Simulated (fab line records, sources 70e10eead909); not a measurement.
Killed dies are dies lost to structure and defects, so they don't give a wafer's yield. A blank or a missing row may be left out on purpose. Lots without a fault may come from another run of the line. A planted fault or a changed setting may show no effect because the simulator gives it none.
A struck lot beside a sound one | flow nand_harc | 29 steps out of a route of 1159
Sound: wafers L458.3, L458.4, L458.5. Struck: wafers L456.1, L456.6. (L456.5 of the same lot was not struck and is left out.) The cause comes at the end.
At each step with rows: each side's tool, then ch and its chambers, then its first start. Under that, the readings that differ: sound wafers | struck wafers | difference of the means | sigmas: that difference in standard deviations of wafers without a fault.
alike: readings whose means differ by less than 2 such deviations, and words and numbers that are the same on both sides. not compared: withheld readings, readings that some wafer has no value for, bounds like >300 that may hide the same value, and numbers for which the record gives no deviation and whose values overlap.
The two part at a step that has a row with sigmas, a row that says differs or no value, or rows on one side only. Numbers that don't overlap but have no deviation are shown without sigmas and don't part them. A reading that every wafer of one side lacks parts them only if that side has two wafers or more.

NHARC_A_CHANNEL_HOLE_D1_CD_MEAS_10: target cd 100 nm.
  sound on cd_sem-01 ch 0, day 9 09:20; struck on cd_sem-03 ch 0, day 9 00:58
  alike: cd_nm
NHARC_A_CHANNEL_HOLE_D1_OVL_MEAS_11:
  sound on overlay-02, day 9 09:25; struck on overlay-01, day 9 01:04
  reading           | sound       | struck    | difference | sigmas
  overlay_y_nm (nm) | 1.3 1.4 1.4 | -1.2 -1.1 | -2.5       | -3
  alike: overlay_x_nm
NHARC_A_CHANNEL_HOLE_D1_INSPECT_12:
  sound on defect_inspect-01, day 9 09:28; struck on defect_inspect-02, day 9 01:06
  reading          | sound | struck | difference | sigmas
  raw_defect_count | 4 5 9 | 10 12  | +5         | +2
NHARC_A_CHANNEL_HOLE_D1_DESCUM_15: chemistry O2, time 3 s.
  sound on rie_diel-11 ch 1,2, day 9 09:32; struck on rie_diel-13 ch 0,3, day 9 01:11
  alike: chamber_pressure_mTorr, drypump_motor_current_A, oes_product_au, rf_vpp_V, showerhead_plenum_p_Torr, throttle_valve_pct
  not compared: rf_hours_counter_h
then, 2 steps without rows for these wafers: NHARC_A_CHANNEL_HOLE_D1_ETCH_38 (etches the open film in CF4, target depth 39 nm, time 65 s); NHARC_A_CHANNEL_HOLE_D1_ETCH_39 (etches the open film in N2/H2, target depth 260 nm, time 325 s).
NHARC_A_CHANNEL_HOLE_D1_ETCH_34: etches the open film in CF4/CHF3, target depth 154 nm, time 77 s.
  sound on rie_diel-11 ch 1,2,3; struck on rie_diel-13 ch 0,3
  alike: chamber_pressure_mTorr, drypump_motor_current_A, oes_product_au, rf_vpp_V, showerhead_plenum_p_Torr, throttle_valve_pct
  not compared: rf_hours_counter_h
then, 1 step without rows for these wafers: NHARC_A_CHANNEL_HOLE_D1_ETCH_16 (etches the open film in O2/COS, target depth 3100 nm, time 806 s).
NHARC_A_CHANNEL_HOLE_D1_CD_MEAS_18:
  sound on cd_sem-03, day 9 10:38; struck on cd_sem-02, day 9 02:16
  alike: cd_nm
then, 1 step without rows for these wafers: NHARC_A_CHANNEL_HOLE_D1_ETCH_19 (etches the open film in C4F8/O2/Ar, time 34.5 s).
NHARC_A_CHANNEL_HOLE_D1_ETCH_20: etches the open film in C4F8/O2/Ar, time 361.9 s, target depth 1600 nm.
  sound on har_etch-01 ch 0,1, day 9 10:55; struck on har_etch-02 ch 1, day 9 02:28
  alike: chamber_pressure_mTorr, drypump_motor_current_A, showerhead_plenum_p_Torr, throttle_valve_pct
  not compared: rf_hours_counter_h
then, 1 step without rows for these wafers: NHARC_A_CHANNEL_HOLE_D1_ETCH_21 (etches the open film in C4F8/O2/Ar, time 514.3 s, target depth 1600 nm).
NHARC_A_CHANNEL_HOLE_D1_ETCH_22: etches the open film in C4F8/O2/Ar, time 666.7 s, target depth 1600 nm.
  sound on har_etch-01 ch 0,1, day 9 11:46; struck on har_etch-02 ch 1, day 9 03:13
  alike: chamber_pressure_mTorr, drypump_motor_current_A, showerhead_plenum_p_Torr, throttle_valve_pct
  not compared: rf_hours_counter_h
then, 4 steps without rows for these wafers: NHARC_A_CHANNEL_HOLE_D1_ETCH_23 (etches the open film in C4F8/O2/Ar, time 819 s, target depth 1600 nm); NHARC_A_CHANNEL_HOLE_D1_ETCH_24 (etches the open film in C4F8/O2/Ar, time 906.2 s, target depth 1500 nm); NHARC_A_CHANNEL_HOLE_D1_ETCH_25 (etches the open film in C4F8/O2/Ar, time 1040.2 s, target depth 1500 nm); NHARC_A_CHANNEL_HOLE_D1_ETCH_26 (etches the open film in C4F8/O2/Ar, time 224.1 s, target depth 300 nm).
NHARC_A_CHANNEL_HOLE_D1_ETCH_33: etches the open film in C4F8/O2/Ar, time 90 s, target depth 400 nm.
  sound on har_etch-01 ch 0,1, day 9 14:44; struck on har_etch-02 ch 1, day 9 06:20
  alike: bias_v, chamber_pressure_mTorr, drypump_motor_current_A, showerhead_plenum_p_Torr, throttle_valve_pct
  not compared: rf_hours_counter_h
then, 3 steps without rows for these wafers: NHARC_A_CHANNEL_HOLE_D1_STRIP_41 (strips in N2/H2); NHARC_A_CHANNEL_HOLE_D1_STRIP_42 (strips in CF4/CHF3); NHARC_A_CHANNEL_HOLE_D1_STRIP_43 (strips in O2/COS).
NHARC_A_CHANNEL_HOLE_D1_ETCH_44: etches the open film in CF4/O2, target depth 140 nm, overetch 14 nm, time 77 s.
  sound on rie_diel-11 ch 0,3, day 9 15:26; struck on rie_diel-11 ch 2, day 9 07:05
  alike: chamber_pressure_mTorr, drypump_motor_current_A, oes_product_au, rf_vpp_V, showerhead_plenum_p_Torr, throttle_valve_pct
  not compared: rf_hours_counter_h
then, 3 steps without rows for these wafers: NHARC_A_CHANNEL_HOLE_D1_STRIP_27 (strips in O2); NHARC_A_CHANNEL_HOLE_D1_PRECLEAN_28 (cleans in SC1); NHARC_A_CHANNEL_HOLE_D1_SRD_29.
NHARC_A_CHANNEL_HOLE_D1_CD_MEAS_30:
  sound on cd_sem-01, day 9 16:14; struck on cd_sem-01, day 9 07:53
  alike: cd_nm
NHARC_A_CHANNEL_HOLE_D1_XSEM_31:
  sound on xsem-01 ch 0, day 9 16:19; struck on xsem-02 ch 0
  reading            | sound          | struck    | difference                    | sigmas
  bow_nm (nm)        | 8.40 8.38 8.44 | - -       | no value on the struck wafers |
  tilt_deg (degrees) | 0.16 0.16 0.16 | 0.07 0.07 | -0.09                         | -2
  alike: bot_cd_nm
NHARC_A_CHANNEL_HOLE_D1_INSPECT_40:
  sound on defect_inspect-02, day 9 16:25; struck on defect_inspect-02, day 9 10:22
  alike: raw_defect_count
NHARC_END_SORT_01:
  the record has rows for the sound wafers here (prober-01 ch 0, day 20 06:48) and none for the struck ones

WHERE THEY PART
First at NHARC_A_CHANNEL_HOLE_D1_OVL_MEAS_11; last, within this record, at NHARC_END_SORT_01.

WHY: what the simulator had put in
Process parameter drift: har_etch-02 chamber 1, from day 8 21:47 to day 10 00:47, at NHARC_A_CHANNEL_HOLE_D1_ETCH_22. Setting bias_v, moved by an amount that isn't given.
